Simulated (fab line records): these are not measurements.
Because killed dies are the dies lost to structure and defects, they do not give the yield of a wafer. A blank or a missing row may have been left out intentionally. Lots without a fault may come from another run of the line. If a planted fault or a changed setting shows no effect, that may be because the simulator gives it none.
Which of the tools did it? -- flow n5_finfet -- 7 lots, 18 wafers sampled, at 8 steps of a route of 1938

## WHAT THE GAUGES SHOWED, per wafer
N5_BEOL_M10_OCD_MEAS_38.
lot,measured,on,trench_depth_nm (nm)
L804,day 9 21:29,ocd-02,148 144 141
L812,day 11 21:28,ocd-01,153 148 145
L816,day 13 07:21,ocd-02,149 152 151
L819,day 14 12:25,ocd-01,151 144 144
L822,day 15 00:41,ocd-01,102 103 109
L825,day 16 11:26,ocd-02,102 101
L826,day 16 23:44,ocd-02,102

N5_BEOL_M10_THK_MEAS_53: measures by xrf.
lot,measured,on,M10_THK (nm)
L804,day 10 00:10,film_metro-02,140 138 135
L812,day 12 00:25,film_metro-01,147 144 140
L816,day 13 11:16,film_metro-02,141 142 142
L819,day 14 17:43,film_metro-02,143 134 137
L822,day 15 04:27,film_metro-01,94 99 106
L825,day 16 14:01,film_metro-02,93 91
L826,day 17 02:28,film_metro-01,94

N5_BEOL_M10_RS_MEAS_57: measurement is done with a four-point probe.
lot,measured,on,M10_RS (ohm/sq)
L804,day 10 00:19,film_metro-02,0.152 0.155 0.159
L812,day 12 00:34,film_metro-02,0.144 0.148 0.152
L816,day 13 11:25,film_metro-02,0.150 0.148 0.149
L819,day 14 17:51,film_metro-02,0.150 0.161 0.158
L822,day 15 04:35,film_metro-02,0.239 0.228 0.211
L825,day 16 14:09,film_metro-02,0.243 0.247
L826,day 17 02:37,film_metro-02,0.238

N5_BEOL_M15_RC_MEAS_101.
lot,measured,on,COMB_M11 (S/m),COMB_M11_max_site (S/m),COMB_M12 (S/m),COMB_M13 (S/m),COMB_M14 (S/m),COMB_M15 (S/m),COMB_M5 (S/m),COMB_M6 (S/m),COMB_M7 (S/m),COMB_M8 (S/m),COMB_M9 (S/m),SERP_M10 (ohm/um),SERP_M10_max_site (ohm/um),SERP_M11 (ohm/um),SERP_M12 (ohm/um),SERP_M13 (ohm/um),SERP_M14 (ohm/um),SERP_M5 (ohm/um),SERP_M6 (ohm/um),SERP_M7 (ohm/um),SERP_M8 (ohm/um),SERP_M9 (ohm/um),SERP_M9_max_site (ohm/um)
L804,day 11 14:20,prober-01,1.81e-11 1.46e-11 1.46e-11,2.3e-11 2.1e-11 2.5e-11,8.2e-12 8.1e-12 4.3e-12,5.3e-12 4.6e-12 4.6e-12,3.5e-12 4.6e-12 3.3e-12,2.3e-12 3.1e-12 2.3e-12,4e-11 2.4e-11 2.4e-11,2.4e-11 2.5e-11 2.3e-11,2e-11 2e-11 2.4e-11,2.7e-11 3.1e-11 2e-11,1.43e-11 1.32e-11 1.42e-11,3.09 3.07 3.19,3.17 3.17 3.31,3.11 2.98 3.05,0.674 0.642 0.672,0.303 0.308 0.308,0.170 0.159 0.163,40.3 37.5 41.4,14.2 13.5 13.7,13.7 14.3 13.8,14.4 13.7 15.1,3.14 3.13 3.10,3.19 3.16 3.19
L812,day 13 15:31,prober-02,1.5e-11 1.61e-11 1.6e-11,1.8e-11 2.3e-11 1.8e-11,8.5e-12 9e-12 7.7e-12,6.7e-12 5.1e-12 4.2e-12,3.9e-12 4.5e-12 3.6e-12,2.1e-12 2.6e-12 2.2e-12,3e-11 2.6e-11 3.3e-11,1.8e-11 2.6e-11 3.4e-11,2.4e-11 2.4e-11 2.5e-11,2e-11 3.7e-11 2.1e-11,1.93e-11 2.18e-11 2.2e-11,2.90 3.03 3.14,3.06 3.18 3.27,3.07 2.97 3.08,0.636 0.624 0.650,0.301 0.305 0.305,0.162 0.159 0.160,41.0 40.2 43.3,13.7 13.5 14.2,14.6 14.9 15.1,12.9 12.7 12.6,3.01 3.23 3.16,3.15 3.29 3.21
L816,day 15 03:05,prober-01,1.36e-11 1.28e-11 1.24e-11,1.7e-11 2.2e-11 1.8e-11,6e-12 8.1e-12 8.1e-12,3.6e-12 3.2e-12 3e-12,3.7e-12 4.2e-12 3.7e-12,2e-12 2.2e-12 1.5e-12,3.5e-11 3.2e-11 3.6e-11,3.4e-11 2.4e-11 2.1e-11,2.4e-11 2.4e-11 2.1e-11,3.1e-11 3.6e-11 2.1e-11,1.81e-11 2.11e-11 1.94e-11,3.18 3.19 3.11,3.26 3.26 3.23,2.95 3.08 3.11,0.678 0.630 0.604,0.300 0.313 0.309,0.173 0.154 0.170,40.3 39.8 40.7,14.2 13.9 14.2,12.9 13.1 13.9,14.5 11.8 13.1,3.08 3.12 2.97,3.09 3.17 3.09
L819,day 16 16:48,prober-02,1.2e-11 1.47e-11 9.4e-12,1.8e-11 2e-11 1.4e-11,5.1e-12 5.4e-12 6.3e-12,5.4e-12 5.9e-12 5e-12,4.1e-12 3.1e-12 3.5e-12,3.9e-12 3.5e-12 3.2e-12,3.5e-11 2.4e-11 2.9e-11,2e-11 2.5e-11 2.8e-11,2.6e-11 2.3e-11 2.9e-11,2.6e-11 2.9e-11 2.3e-11,1.01e-11 1.29e-11 1.15e-11,3.06 3.22 3.23,3.12 3.37 3.32,2.92 2.88 3.01,0.659 0.621 0.636,0.299 0.303 0.301,0.154 0.151 0.159,40.7 36.2 35.3,12.5 13.6 13.4,12.9 12.7 13.7,14.8 14.7 14.1,3.18 3.14 3.29,3.22 3.20 3.41
L822,day 16 19:33,prober-02,1.88e-11 1.41e-11 1.16e-11,2.6e-11 2.3e-11 1.6e-11,6e-12 7.3e-12 7.3e-12,7.1e-12 4.8e-12 5.1e-12,4.9e-12 4.2e-12 4.2e-12,3.4e-12 2.6e-12 1.8e-12,4.6e-11 3.2e-11 2.3e-11,2.3e-11 2.1e-11 1.9e-11,2.6e-11 3.3e-11 2.8e-11,3.4e-11 3.5e-11 3.1e-11,1.28e-11 1.66e-11 1.32e-11,4.79 4.61 4.25,4.83 4.73 4.35,2.96 2.99 2.83,0.642 0.629 0.641,0.304 0.313 0.308,0.163 0.163 0.163,40.5 38.5 39.0,14.3 14.4 13.8,13.6 13.7 13.6,14.0 12.3 12.0,3.19 3.07 3.00,3.30 3.20 3.05

## EACH LOT AND THE TOOL THAT RAN IT (in order: tool; ch and the chambers of the sampled wafers; start)
lot,N5_BEOL_M10_ETCH_61,N5_BEOL_M10_DESCUM_33,N5_BEOL_M10_TRENCH_ETCH_37,N5_BEOL_M10_DEGAS_44
L804,"rie_diel-04 ch 2,3, day 9 17:25","rie_diel-04 ch 1,2,3, day 9 20:59","rie_diel-04 ch 1,2,3, day 9 21:18","pvd_sputter-02, day 9 22:00"
L812,"rie_diel-04 ch 0,1,3, day 11 18:42","rie_diel-06 ch 0,2,3, day 11 20:58","rie_diel-06 ch 0,2,3, day 11 21:17","pvd_sputter-01, day 11 22:06"
L816,"rie_diel-05 ch 0,1,3, day 13 05:32","rie_diel-05 ch 0,1,3, day 13 06:51","rie_diel-05 ch 0,1,3, day 13 07:10","pvd_sputter-01, day 13 08:01"
L819,"rie_diel-04 ch 0,1, day 14 10:13","rie_diel-04 ch 1,2,3, day 14 11:55","rie_diel-04 ch 1,2,3, day 14 12:13","pvd_sputter-02, day 14 13:39"
L822,"rie_diel-06 ch 1,2,3, day 14 21:32","rie_diel-06 ch 0,1, day 15 00:11","rie_diel-06 ch 0,1, day 15 00:30","pvd_sputter-02, day 15 01:38"
L825,"rie_diel-05 ch 2,3, day 16 08:39","rie_diel-04 ch 0,2, day 16 10:56","rie_diel-04 ch 0,2, day 16 11:15","pvd_sputter-02, day 16 12:31"
L826,"rie_diel-05 ch 1, day 16 21:34","rie_diel-05 ch 3, day 16 23:15","rie_diel-05 ch 3, day 16 23:34","pvd_sputter-02, day 17 00:56"
- N5_BEOL_M10_ETCH_61: etches SiARC in CF4, target depth 39 nm, time 65 s.
- N5_BEOL_M10_DESCUM_33: chemistry O2, time 7.9 s.
- N5_BEOL_M10_TRENCH_ETCH_37: etches SiCOH lowk in C4F6/O2, target depth 148.83 nm, time 48 s.
- N5_BEOL_M10_DEGAS_44: time 60 s.

## AS READ BY THE TOOLS THEMSELVES (means over the sampled wafers that have a number; for cases with no such wafer, the mark the record gives instead)
N5_BEOL_M10_ETCH_61.
lot,tool,bias_w (W),drypump_motor_current_A (A),etch_rf_on_time_s (s),oes_product_au (a.u.),rf_fwd_power_W (W),rf_vpp_V (V),showerhead_plenum_p_Torr (Torr),throttle_valve_pct (%)
L804,rie_diel-04,36.15,5.6,65.1,0.65,536.7,184.5,2.16,15.54
L812,rie_diel-04,36.07,5.4,65.7,0.70,538.8,183.8,2.13,15.26
L816,rie_diel-05,36.00,5.8,64.7,0.74,537.2,183.6,2.15,15.42
L819,rie_diel-04,36.00,5.5,66.3,0.69,536.2,184.0,2.19,15.30
L822,rie_diel-06,36.05,6.0,63.6,0.68,537.2,182.9,2.05,15.60
L825,rie_diel-05,35.97,5.3,65.8,0.77,537.2,183.2,2.16,15.40
L826,rie_diel-05,36.01,6.1,64.1,0.67,536.7,184.2,2.07,15.37

N5_BEOL_M10_DESCUM_33.
lot,tool,drypump_motor_current_A (A),oes_product_au (a.u.),rf_fwd_power_W (W),rf_vpp_V (V),showerhead_plenum_p_Torr (Torr),throttle_valve_pct (%)
L804,rie_diel-04,5.5,0.75,49.34,242.2,2.07,20.24
L812,rie_diel-06,6.1,0.81,49.35,242.7,2.01,20.34
L816,rie_diel-05,5.8,0.88,49.39,244.1,2.11,20.35
L819,rie_diel-04,5.5,0.72,49.24,242.8,2.06,20.31
L822,rie_diel-06,6.4,0.87,49.28,242.3,2.05,20.38
L825,rie_diel-04,5.7,0.76,49.27,243.8,2.20,20.50
L826,rie_diel-05,5.6,0.89,49.44,243.1,2.03,20.36

N5_BEOL_M10_TRENCH_ETCH_37.
lot,tool,bias_w (W),drypump_motor_current_A (A),oes_product_au (a.u.),rf_fwd_power_W (W),rf_vpp_V (V),run_length_s (s),showerhead_plenum_p_Torr (Torr),throttle_valve_pct (%)
L804,rie_diel-04,185.4,5.5,0.75,342.2,653,71.0,2.81,20.70
L812,rie_diel-06,185.0,6.2,0.81,340.8,658,70.8,2.73,20.82
L816,rie_diel-05,184.9,5.8,0.87,339.8,662,71.4,2.88,20.88
L819,rie_diel-04,184.9,5.4,0.72,339.7,653,71.0,2.79,20.76
L822,rie_diel-06,185.4,6.4,0.88,340.0,659,59.6,2.78,20.90
L825,rie_diel-04,185.1,5.7,0.77,339.3,656,59.2,2.96,20.91
L826,rie_diel-05,184.7,5.6,0.86,339.4,639,60.2,2.80,21.07

N5_BEOL_M10_DEGAS_44.
lot,tool,heater_power_w (W)
L804,pvd_sputter-02,344
L812,pvd_sputter-01,317
L816,pvd_sputter-01,310
L819,pvd_sputter-02,337
L822,pvd_sputter-02,361
L825,pvd_sputter-02,353
L826,pvd_sputter-02,328

## THE ANSWER, worked out from the rows above alone
Rule: the lots themselves supply what counts as usual. Put in order of their means at a reading, lots are off if they are a third of the lots or fewer, leave a main group of 4 or more, and stand apart from it by a gap of 3 or more times the standard deviation of the main group's means; of several such gaps the widest counts. If all means in a main group match to the digits the tables above print for the reading, that group is not used. A lot without any number at a reading at which 4 lots or more have one is off too. The other lots that the step has rows for count as sound. After the gauges, taken in route order, come the tools' own readings; for these a lot's mean is taken, as printed above. The first step at which some lot is off is used, and at that step the reading that is off furthest; a lot without a number counts as furthest.
Off: L822, seen at N5_BEOL_M15_RC_MEAS_101 (SERP_M10_max_site). The main group: mean 3.23 ohm/um, standard deviation 0.038. Neither off nor sound, because the step has no rows for them: L825, L826.
A tool fits if, at a process step before that reading, it ran every lot that is off, and no sound lot after the first of them. The gauges at N5_BEOL_M15_RC_MEAS_101 aren't tried: what is off there is off at N5_BEOL_M10_ETCH_61 too, on other tools, and a gauge's error can't cause that. 2 tools fit, rie_diel-06 at N5_BEOL_M10_ETCH_61 and N5_BEOL_M10_DESCUM_33 and N5_BEOL_M10_TRENCH_ETCH_37 and pvd_sputter-02 at N5_BEOL_M10_DEGAS_44, so this cannot tell which one it is.

## WHAT THE SIMULATOR HAD PUT IN
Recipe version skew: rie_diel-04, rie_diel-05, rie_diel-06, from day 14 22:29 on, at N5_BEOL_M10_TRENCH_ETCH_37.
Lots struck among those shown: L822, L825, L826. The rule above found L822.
